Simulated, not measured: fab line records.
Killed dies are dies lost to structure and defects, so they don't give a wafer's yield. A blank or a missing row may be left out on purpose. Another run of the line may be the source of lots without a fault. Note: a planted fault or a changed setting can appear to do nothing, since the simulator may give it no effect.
fab line records -- flow n5Finfet
record: lots: 5, wafers: 15, lastDay: 18
route steps=1938 shown BEOL_M4@1099 BEOL_M5@1112 PASSIVATION@1929
lots that met no fault: from a run of the same line without faults
startH: hours from the record's first day to the start of the lot's first wafer shown -- waitH: time in hours since the lot's previous step -- " unchanged from the row above -- L1.1+2: a row that stands for several wafers -- - value missing, or start not given -- * or withheld: withheld -- < > ~ a bound
route shown NAME@n: a module of which the file shows steps, and the number in the route of the first -- usual: mean/standard deviation of fault-free wafers -- same: alike in all rows -- chamber/n: place in a boat -- sites: readings site by site -- _std_site: the values' standard deviation -- _edge_site: outer sites' mean less inner sites' -- radiusMm: how far each site lies from the wafer's centre -- mask NAME#n: copy n -- behind: tool/chamber where the wafer was last shaped -- hold: reason for holding the lot/hours on hold/outcome of the hold -- device: which transistor (n, p or np) failed to switch -- end of line: tests of these same wafers at the route's end -- a step with no rows: only its recipe -- killed: the dies lost at the first sort to structure and to defects; this is not the yield of the wafer -- map: dies across one wafer; x = killed, . = not, _ = none there
set.NAME: the run value of the setting; set.NAME@STEP: its run value at that earlier step -- model.NAME: the simulator's own value behind a step, which no gauge read
certain route steps with their lots: each step a table, each wafer a row
services: a tool's chamber out of use, with start hour (startH, from the record's first day; less than 0 if before it), hours out, and reason
== steps ==
step: N5_BEOL_M4_ANNEAL_95
recipe: tempC: 400, timeS: 240, ambient: vacuum
step: N5_BEOL_M4_SPUTTER_96
recipe: material: Cu, targetThkA: 45, tempC: -20, chamberPressurePa: 0.07, powerW: withheld, timeS: 8.29
step: N5_BEOL_M4_ECD_50
recipe: material: Cu, targetThkA: 3000
step: N5_BEOL_M4_ANNEAL_51
recipe: tempC: 225, timeS: 90, ambient: N2
step: N5_BEOL_M4_CMP_52
recipe: stopOn: SiOC, tOverpolishS: 6.8, downForcePsi: 1, platenRpm: 50, clearingPlatenDownForcePsi: 1.5, clearingPlatenRpm: 50, postCmpClean: cuAlkaline, targetThkNm: 40, clearingPlatenPadVelocityMS: 0.99484, padVelocityMS: 0.99484
step: N5_BEOL_M4_PRE_CLEAN_60
recipe: gas: NH3/H2, timeS: 15, tempC: *, rfPowerW: 300
step: N5_BEOL_M4_CO_CAP_55
recipe: material: Co, targetThkA: 20, tempC: 200, precursor: CCTBA/H2, pressureTorr: 30, timeS: 102.1
step: N5_BEOL_M4_PRE_CLEAN_56
recipe: gas: NH3, timeS: 15, tempC: withheld, rfPowerW: 300
step: N5_BEOL_M4_DEP_57
recipe: material: SiCN, targetThkA: 80, tempC: withheld, precursor: 3MS/NH3, pressureTorr: 3, rfW: 202, timeS: 14
step: N5_BEOL_M4_RC_MEAS_101
usual: DIBL_N: 35.8/1.5, DIBL_P: 35.8/1.7, IOFF_N: 0.151/0.022, IOFF_P: 0.204/0.027, ION_N: 673/8.6, ION_P: 462/5.4, SS_N: 71.4/0.54, SS_P: 73.3/0.56, VT_N: 250.5/2.6, VT_P: -251/3.1
lot.wafer,tool,chamber,startH,waitH,DIBL_N[mV/V],DIBL_P[mV/V],IOFF_N[nA/um],IOFF_P[nA/um],ION_N[uA/um],ION_P[uA/um],SS_N[mV/dec],SS_P[mV/dec],VT_N[mV],VT_P[mV]
L379.1,prober-01,0,215.69,0.0,34.5,33.9,0.128,0.189,653,454,71.4,72.8,253.5,-253
L379.3,prober-01,0,215.69,0.0,34.4,34.0,0.131,0.204,666,463,71.6,72.8,251.6,-250
L379.5,prober-01,0,215.69,0.0,35.5,35.2,0.143,0.216,664,458,71.8,73.4,252.8,-249
L380.1,prober-02,0,226.62,0.0,35.4,35.4,0.145,0.207,673,462,70.7,73.0,249.1,-248
L380.2,prober-02,0,226.62,0.0,36.2,36.1,0.162,0.213,673,466,71.8,73.3,249.1,-252
L380.4,prober-02,0,226.62,0.0,36.0,36.8,0.155,0.227,667,465,71.5,73.5,249.0,-248
L381.1,prober-01,0,231.26,0.0,37.1,36.7,0.170,0.212,671,461,72.6,73.7,247.6,-247
L381.3,prober-01,0,231.26,0.0,35.7,35.6,0.156,0.200,681,463,71.3,72.9,251.3,-252
L381.5,prober-01,0,231.26,0.0,36.0,36.6,0.160,0.208,673,461,72.2,73.4,249.2,-249
L393.1,prober-01,0,296.84,0.0,33.8,33.9,0.130,0.184,671,465,71.2,73.5,252.7,-252
L393.5,prober-01,0,296.84,0.0,34.7,35.5,0.150,0.209,674,468,71.1,73.5,250.8,-248
L393.6,prober-01,0,296.84,0.0,33.0,33.6,0.123,0.182,676,464,70.5,73.9,251.0,-252
L395.1,prober-01,0,320.23,0.0,34.8,34.4,0.123,0.175,658,450,71.3,73.0,252.7,-256
L395.3,prober-01,0,320.23,0.0,35.6,35.6,0.141,0.196,672,464,71.1,73.5,252.4,-252
L395.6,prober-01,0,320.23,0.0,38.7,38.6,0.184,0.243,674,470,71.8,73.8,247.9,-249
step: N5_BEOL_M5_ILD_DEP_00
recipe: material: SiCOH_lowk, targetThkA: 1406.4, tempC: 300, precursor: DEMS/porogen, pressureTorr: 5, rfW: 500, timeS: 25.9
step: N5_BEOL_M5_CURE_79
recipe: tempC: 385, timeS: 240, ambient: He/Ar, material: SiCOH_lowk
step: N5_BEOL_M5_PECVD_70
recipe: material: SiO2, targetThkA: 160, tempC: 400, precursor: TEOS/O2, pressureTorr: 5.5, rfW: 450, teosFlowSccm: 53.8, gas: O2, flowSccm: 3000, timeS: 18
step: N5_BEOL_M5_HM_DEP_02
recipe: material: TiN, targetThkA: 200, tempC: 25, chamberPressurePa: 0.49996
step: N5_BEOL_M5_COAT_59
recipe: resist: SOC, tempC: 250, timeS: 60, spinRpm: 1500, resistThkNm: 60
step: N5_BEOL_M5_COAT_60
recipe: resist: SiARC, tempC: 220, timeS: 60, spinRpm: 1500, resistThkNm: 12
step: N5_BEOL_M5_COAT_71
recipe: resist: underlayer, tempC: 205, timeS: 60, spinRpm: 1500, resistThkNm: 5
step: N5_BEOL_M5_COAT_05
recipe: resist: CAR-EUV, spinRpm: 1500, resistThkNm: 30
step: N5_BEOL_M5_EBR_07
recipe: solvent: PGMEA, ebrWidthMm: 1.5
step: N5_BEOL_M5_SOFTBAKE_06
recipe: tempC: 110, timeS: 60, resist: CAR-EUV
step: N5_BEOL_M5_EXPOSE_08
recipe: maskId: M5, na: 0.33, sourceShape: annular, sigmaInner: 0.4, sigmaOuter: 0.8, polarization: unpolarized, targetCdNm: 28, doseMj: 35.75
step: N5_BEOL_M5_PEB_09
recipe: pebTempC: 100, pebTimeS: 60, resist: CAR-EUV
step: N5_BEOL_M5_DEVELOP_10
recipe: developTimeS: 30, developer: TMAH, resist: CAR-EUV, rinseLiquid: surfactantRinse, dry: airSpin, devTempC: 23
step: N5_BEOL_M5_DESCUM_16
recipe: chemistry: O2, timeS: 7, sourcePowerW: 50, biasPowerW: 20, pressureMtorr: 20, rfFrequencyHz: 2.712e+07, tempC: 40, resist: CAR-EUV, o2FlowSccm: 225
step: N5_BEOL_M5_ETCH_72
recipe: chemistry: N2/H2, target: underlayer, targetDepthA: 65, maskMaterial: CAR-EUV, timeS: 5.2, ionEnergyEv: 200, pressureMtorr: 30, sourceW: 840, biasW: 150, n2FlowSccm: 200, h2FlowSccm: 200, ends: cleared
step: N5_BEOL_M5_ETCH_61
recipe: chemistry: CF4, target: SiARC, targetDepthA: 156, maskMaterial: CAR-EUV, timeS: 26, ionEnergyEv: 80, pressureMtorr: 40, sourceW: 545, biasW: 36, Ar_flow_sccm: 100, cf4FlowSccm: 100, ends: cleared
step: N5_BEOL_M5_ETCH_62
recipe: chemistry: N2/H2, target: SOC, targetDepthA: 750, overetchA: 150, maskMaterial: SiARC, tempC: 40, timeS: 112.5, ionEnergyEv: 200, pressureMtorr: 30, sourceW: 840, biasW: 150, n2FlowSccm: 200, h2FlowSccm: 200
step: N5_BEOL_M5_STRIP_63
recipe: chemistry: N2/H2, tempC: 40, n2FlowSccm: 200, h2FlowSccm: 200, rfFrequencyHz: 6e+07
step: N5_BEOL_M5_STRIP_73
recipe: chemistry: N2/H2, tempC: 40, n2FlowSccm: 200, h2FlowSccm: 200, rfFrequencyHz: 6e+07
step: N5_BEOL_M5_STRIP_64
recipe: chemistry: CF4, resist: SiARC, powerW: 300, biasPowerW: 75, pressureMtorr: 50, cf4FlowSccm: 150, rfFrequencyHz: 6e+07
step: N5_BEOL_M5_HM_OPEN_17
recipe: chemistry: Cl2/BCl3, targetDepthA: 200, overetchA: 60, target: TiN, maskMaterial: SOC, ionEnergyEv: 150, pressureMtorr: 10, icpW: 1000, biasW: 126, Cl2_flow_sccm: 53.25, bcl3FlowSccm: 21.75, Ar_flow_sccm: 25
step: N5_BEOL_M5_STRIP_19
recipe: chemistry: O2, powerW: 400, tempC: 40, pressureMtorr: 30, rfFrequencyHz: 6e+07, biasPowerW: 0, overashFraction: 0.2, o2FlowSccm: 225
step: N5_BEOL_M5_COAT_65
recipe: resist: SOC, tempC: 250, timeS: 60, spinRpm: 1500, resistThkNm: 60
step: N5_BEOL_M5_COAT_66
recipe: resist: SiARC, tempC: 220, timeS: 60, spinRpm: 1500, resistThkNm: 12
step: N5_PASSIVATION_PASS_ETCH_47
recipe: chemistry: CF4/O2, target: SiNx, targetDepthA: 7700, timeS: 385, ionEnergyEv: 100, pressureMtorr: 40, sourceW: 535, biasW: 49, Ar_flow_sccm: 100, cf4FlowSccm: 100, O2_flow_sccm: 10
usual: O2_flow_sccm: 10.001/0.028, biasW: 48.99/0.15, drypumpMotorCurrentA: 5.8/0.44, oes_f_703_au: 0.80/0.07, oesProductAu: 0.80/0.069, rfVppV: 240.6/2.3, showerheadPlenumPTorr: 2.21/0.078, throttleValvePct: 15.82/0.26
lot.wafer,tool,chamber,startH,waitH,O2_flow_sccm,biasW,drypumpMotorCurrentA,oes_f_703_au,oesProductAu,rfHoursCounterH,rfVppV,showerheadPlenumPTorr,throttleValvePct
L379.1,rieDiel-06,0,315.64,0.0,-,-,-,-,-,-,-,-,-
L379.3,rieDiel-06,2,315.64,0.0,-,-,-,-,-,-,-,-,-
L379.5,rieDiel-06,2,315.64,0.0,-,-,-,-,-,-,-,-,-
L380.1,rieDiel-04,1,318.40,0.0,-,-,-,-,-,-,-,-,-
L380.2,rieDiel-04,3,318.40,0.0,-,-,-,-,-,-,-,-,-
L380.4,rieDiel-04,2,318.40,0.0,-,-,-,-,-,-,-,-,-
L381.1,rieDiel-05,3,329.22,0.0,-,-,-,-,-,-,-,-,-
L381.3,rieDiel-05,0,329.22,0.0,-,-,-,-,-,-,-,-,-
L381.5,rieDiel-05,2,329.22,0.0,-,-,-,-,-,-,-,-,-
L393.1,rieDiel-06,3,398.17,0.0,10.045,48.95,5.4,0.75,0.76,120,237.2,2.14,15.60
L393.5,rieDiel-06,3,398.17,0.0,10.031,48.69,5.4,0.75,0.76,-,237.6,2.14,15.60
L393.6,rieDiel-06,2,398.17,0.0,9.951,48.98,5.8,0.79,0.80,-,236.9,2.14,15.74
L395.1,rieDiel-06,2,423.22,0.0,9.968,48.86,5.8,0.79,0.79,93,237.9,2.14,15.74
L395.3,rieDiel-06,1,423.22,0.0,9.971,48.86,6.0,0.95,0.96,17,244.5,2.34,15.53
L395.6,rieDiel-06,2,423.22,0.0,9.988,48.78,5.7,0.78,0.79,-,238.8,2.14,15.75
step: N5_PASSIVATION_PROBE_49
usual: defectLimitedYield: 91.3/1.4, killed_at_M0_to_M3: 33/10, killed_at_M4_up: 15/6.1, killedAtContacts: 12/6.7, killedAtFrontEnd: 39/11, killedAtOther: 4/3.3, killedDies: 103/16, killedOnRim: 14/4, killedOpen: 68/12, killedShort: 34/7.2, sort_bin_5_function: 5.1/0.88, sort_bin_6_memory: 3.3/0.67, sortNPass: 1077/16, sortYieldPct: 91.3/1.4
same: grossDies: 1180, killedAtBackSide: 0, sort_bin_4_leakage[%]: 0, sort_bin_8_speed[%]: 0
lot.wafer,tool,chamber,startH,waitH,defectLimitedYield[%],killed_at_M0_to_M3,killed_at_M4_up,killedAtContacts,killedAtFrontEnd,killedAtOther,killedDies,killedOnRim,killedOpen,killedShort,sort_bin_5_function[%],sort_bin_6_memory[%],sortNPass,sortYieldPct[%]
L380.1,prober-02,-,321.42,0.0,0,25,18,13,49,1075,1180,152,60,46,97.2,2.6,0,0
L380.2,prober-02,-,321.47,0.1,0,32,13,6,55,1074,1180,152,67,37,96.8,3.2,0,0
L380.4,prober-02,-,321.57,0.2,0,34,7,8,78,1053,1180,152,83,42,95.1,4.7,0,0
L379.1,prober-02,-,329.17,0.0,0,34,14,7,63,1062,1180,152,81,42,95.9,3.7,0,0
L379.3,prober-02,-,329.27,0.1,0,24,16,9,37,1094,1180,152,57,32,96.9,2.7,0,0
L379.5,prober-02,-,329.37,0.2,0,44,23,14,57,1042,1180,152,99,44,95.7,4.2,0,0
L381.1,prober-02,-,332.23,0.0,0,35,10,19,29,1087,1180,152,62,42,96.6,3.1,0,0
L381.3,prober-02,-,332.33,0.1,0,48,11,21,23,1077,1180,152,66,39,96.6,3.1,0,0
L381.5,prober-02,-,332.43,0.2,0,25,8,17,30,1100,1180,152,58,26,96.9,2.8,0,0
killed by level:class
L380.1 PASSIVATION:areaEtch=1073 STI_FIN_REVEAL:geometricParticle:open=13 FIN_SAQP:geometricParticle:short=11 MOL_CONTACT_COAG:geometricParticle:open=9 FIN_SAQP:geometricParticle:open=7 BEOL_M1:geometricParticle:open=7 GATE_CUT:geometricParticle:short=6 BEOL_M4:geometricParticle:open=6
L380.2 PASSIVATION:areaEtch=1073 STI_FIN_REVEAL:geometricParticle:open=12 GATE_CUT:geometricParticle:short=11 BEOL_M0_SAQP:geometricParticle:open=9 BEOL_M1:geometricParticle:open=6 FIN_SAQP:geometricParticle:open=5 FIN_SAQP:geometricParticle:short=5 BEOL_M0_SAQP:geometricParticle:short=5
L380.4 PASSIVATION:areaEtch=1053 STI_FIN_REVEAL:geometricParticle:open=25 FIN_SAQP:geometricParticle:open=14 FIN_SAQP:geometricParticle:short=13 BEOL_M1:geometricParticle:open=7 GATE_CUT:geometricParticle:short=7 BEOL_M0_SAQP:geometricParticle:open=7 MOL_CONTACT_COAG:geometricParticle:open=6
L379.1 PASSIVATION:areaEtch=1057 FIN_SAQP:geometricParticle:open=26 FIN_SAQP:geometricParticle:short=12 BEOL_M0_SAQP:geometricParticle:short=9 MOL_CONTACT_COAG:geometricParticle:open=7 BEOL_M2:geometricParticle:open=7 BEOL_M3:geometricParticle:open=7 BEOL_M4:geometricParticle:open=6
L379.3 PASSIVATION:areaEtch=1091 MOL_CONTACT_COAG:geometricParticle:open=8 STI_FIN_REVEAL:geometricParticle:open=7 GATE_CUT:geometricParticle:short=7 BEOL_M4:geometricParticle:open=7 FIN_SAQP:geometricParticle:open=6 BEOL_M0_SAQP:geometricParticle:short=5 BEOL_M0_SAQP:geometricParticle:open=5
L379.5 PASSIVATION:areaEtch=1036 FIN_SAQP:geometricParticle:open=15 MOL_CONTACT_COAG:geometricParticle:open=11 BEOL_M2:geometricParticle:open=11 BEOL_M0_SAQP:geometricParticle:open=10 BEOL_M0_SAQP:geometricParticle:short=10 BEOL_M4:geometricParticle:open=10 FIN_SAQP:geometricParticle:short=7
L381.1 PASSIVATION:areaEtch=1076 MOL_CONTACT_COAG:geometricParticle:open=16 BEOL_M0_SAQP:geometricParticle:short=9 BEOL_M3:geometricParticle:open=9 BEOL_M0_SAQP:geometricParticle:open=7 FIN_SAQP:geometricParticle:open=5 FIN_SAQP:geometricParticle:short=5 DUMMY_GATE:geometricParticle:open=4
L381.3 PASSIVATION:areaEtch=1074 MOL_CONTACT_COAG:geometricParticle:open=17 BEOL_M0_SAQP:geometricParticle:short=13 DUMMY_GATE:geometricParticle:open=7 BEOL_M0_SAQP:geometricParticle:open=7 BEOL_M3:geometricParticle:open=7 BEOL_M0:geometricParticle:open=6 BEOL_M3:geometricParticle:short=6
L381.5 PASSIVATION:areaEtch=1096 MOL_CONTACT_COAG:geometricParticle:open=15 BEOL_M0_SAQP:geometricParticle:open=10 DUMMY_GATE:geometricParticle:open=7 BEOL_M0:geometricParticle:open=6 FIN_SAQP:geometricParticle:short=5 STARTING-WAFER:geometricParticle:short=5 BEOL_M0_SAQP:geometricParticle:short=4
map L379.1 (x killed, . not)
_________________xxxxxxxxxxxx________________
______________xxxxxxxxxxxxxxxxxx_____________
___________xxxxxxxxxxxxxxxxxxxxxxxx__________
__________xxxxxxxxxxxxxxxxxxxxxxxxxx_________
________xxxxxxxxxxxxxxxxxxxxxxxxxxxxxx_______
_______xxxxxxxxxxxxxxxxxxxxxxxxxxxxxxxx______
______xxxxxxxxxxxxxxxxxxxxxxxxxxxxxxxxxx_____
_____xxxxxxxxxxxxxxxxxxxxxxxxxxxxxxxxxxxx____
____xxxxxxxxxxxxxxxxxxxxxxxxxxxxxxxxxxxxxx___
___xxxxxxxxxxxxxxxxxxxxxxxxxxxxxxxxxxxxxxxx__
___xxxxxxxxxxxxxxxxxxxxxxxxxxxxxxxxxxxxxxxx__
__xxxxxxxxxxxxxxxxxxxxxxxxxxxxxxxxxxxxxxxxxx_
__xxxxxxxxxxxxxxxxxxxxxxxxxxxxxxxxxxxxxxxxxx_
_xxxxxxxxxxxxxxxxxxxxxxxxxxxxxxxxxxxxxxxxxxxx
_xxxxxxxxxxxxxxxxxxxxxxxxxxxxxxxxxxxxxxxxxxxx
_xxxxxxxxxxxxxxxxxxxxxxxxxxxxxxxxxxxxxxxxxxxx
_xxxxxxxxxxxxxxxxxxxxxxxxxxxxxxxxxxxxxxxxxxxx
_xxxxxxxxxxxxxxxxxxxxxxxxxxxxxxxxxxxxxxxxxxxx
_xxxxxxxxxxxxxxxxxxxxxxxxxxxxxxxxxxxxxxxxxxxx
_xxxxxxxxxxxxxxxxxxxxxxxxxxxxxxxxxxxxxxxxxxxx
_xxxxxxxxxxxxxxxxxxxxxxxxxxxxxxxxxxxxxxxxxxxx
__xxxxxxxxxxxxxxxxxxxxxxxxxxxxxxxxxxxxxxxxxx_
__xxxxxxxxxxxxxxxxxxxxxxxxxxxxxxxxxxxxxxxxxx_
___xxxxxxxxxxxxxxxxxxxxxxxxxxxxxxxxxxxxxxxx__
___xxxxxxxxxxxxxxxxxxxxxxxxxxxxxxxxxxxxxxxx__
____xxxxxxxxxxxxxxxxxxxxxxxxxxxxxxxxxxxxxx___
_____xxxxxxxxxxxxxxxxxxxxxxxxxxxxxxxxxxxx____
______xxxxxxxxxxxxxxxxxxxxxxxxxxxxxxxxxx_____
_______xxxxxxxxxxxxxxxxxxxxxxxxxxxxxxxx______
________xxxxxxxxxxxxxxxxxxxxxxxxxxxxxx_______
__________xxxxxxxxxxxxxxxxxxxxxxxxxx_________
___________xxxxxxxxxxxxxxxxxxxxxxxx__________
______________xxxxxxxxxxxxxxxxxx_____________
_________________xxxxxxxxxxxx________________
map L380.1 (x killed, . not)
_________________xxxxxxxxxxxx________________
______________xxxxxxxxxxxxxxxxxx_____________
___________xxxxxxxxxxxxxxxxxxxxxxxx__________
__________xxxxxxxxxxxxxxxxxxxxxxxxxx_________
________xxxxxxxxxxxxxxxxxxxxxxxxxxxxxx_______
_______xxxxxxxxxxxxxxxxxxxxxxxxxxxxxxxx______
______xxxxxxxxxxxxxxxxxxxxxxxxxxxxxxxxxx_____
_____xxxxxxxxxxxxxxxxxxxxxxxxxxxxxxxxxxxx____
____xxxxxxxxxxxxxxxxxxxxxxxxxxxxxxxxxxxxxx___
___xxxxxxxxxxxxxxxxxxxxxxxxxxxxxxxxxxxxxxxx__
___xxxxxxxxxxxxxxxxxxxxxxxxxxxxxxxxxxxxxxxx__
__xxxxxxxxxxxxxxxxxxxxxxxxxxxxxxxxxxxxxxxxxx_
__xxxxxxxxxxxxxxxxxxxxxxxxxxxxxxxxxxxxxxxxxx_
_xxxxxxxxxxxxxxxxxxxxxxxxxxxxxxxxxxxxxxxxxxxx
_xxxxxxxxxxxxxxxxxxxxxxxxxxxxxxxxxxxxxxxxxxxx
_xxxxxxxxxxxxxxxxxxxxxxxxxxxxxxxxxxxxxxxxxxxx
_xxxxxxxxxxxxxxxxxxxxxxxxxxxxxxxxxxxxxxxxxxxx
_xxxxxxxxxxxxxxxxxxxxxxxxxxxxxxxxxxxxxxxxxxxx
_xxxxxxxxxxxxxxxxxxxxxxxxxxxxxxxxxxxxxxxxxxxx
_xxxxxxxxxxxxxxxxxxxxxxxxxxxxxxxxxxxxxxxxxxxx
_xxxxxxxxxxxxxxxxxxxxxxxxxxxxxxxxxxxxxxxxxxxx
__xxxxxxxxxxxxxxxxxxxxxxxxxxxxxxxxxxxxxxxxxx_
__xxxxxxxxxxxxxxxxxxxxxxxxxxxxxxxxxxxxxxxxxx_
___xxxxxxxxxxxxxxxxxxxxxxxxxxxxxxxxxxxxxxxx__
___xxxxxxxxxxxxxxxxxxxxxxxxxxxxxxxxxxxxxxxx__
____xxxxxxxxxxxxxxxxxxxxxxxxxxxxxxxxxxxxxx___
_____xxxxxxxxxxxxxxxxxxxxxxxxxxxxxxxxxxxx____
______xxxxxxxxxxxxxxxxxxxxxxxxxxxxxxxxxx_____
_______xxxxxxxxxxxxxxxxxxxxxxxxxxxxxxxx______
________xxxxxxxxxxxxxxxxxxxxxxxxxxxxxx_______
__________xxxxxxxxxxxxxxxxxxxxxxxxxx_________
___________xxxxxxxxxxxxxxxxxxxxxxxx__________
______________xxxxxxxxxxxxxxxxxx_____________
_________________xxxxxxxxxxxx________________
== services ==
tool,chamber,startH,hours,kind
rieDiel-04,3,294.87,1.6,repair
rieDiel-04,0,297.11,5.5,repair
rieDiel-06,1,343.84,-,clean
rieDiel-06,1,343.84,-,consumableReplace:focusRing
rieDiel-06,1,343.84,-,consumableReplace:showerhead
rieDiel-06,1,343.84,30.5,scheduledDown
rieDiel-06,1,343.84,30.5,ventCycle
rieDiel-04,2,385.02,-,clean
rieDiel-04,2,385.02,-,consumableReplace:focusRing
rieDiel-04,2,385.02,27.7,scheduledDown
rieDiel-04,2,385.02,27.7,ventCycle
== key ==
firstSign: step: N5_PASSIVATION_PASS_ETCH_47, reading: toolRecord, direction: missing
effect: step: N5_PASSIVATION_PROBE_49, reading: killedAtOther, direction: up, sigmas: 99+, usual: 4, struck: 1074
moreKillsBornAt: N5_PASSIVATION_PASS_ETCH_47@rieDiel-05: 3246, N5_PASSIVATION_PASS_ETCH_47@rieDiel-04: 3199, N5_PASSIVATION_PASS_ETCH_47@rieDiel-06: 3184
metAt N5_PASSIVATION_PASS_ETCH_47
struckWafers L379.1,L379.3,L379.5,L380.1,L380.2,L380.4,L381.1,L381.3,L381.5
laterRowsLeftOut L379.1,L379.3,L379.5,L380.1,L380.2,L380.4,L381.1,L381.3,L381.5
fault: kind: skippedStepWhole, tool: rieDiel-04,rieDiel-05,rieDiel-06, chamber: -, onsetH: 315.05, steps: N5_PASSIVATION_PASS_ETCH_47, scope: struckLotsOnly
laterRowsLeftOut: the simulator's readings of these wafers behind a module that went badly wrong aren't trusted and aren't shown, but for the sort
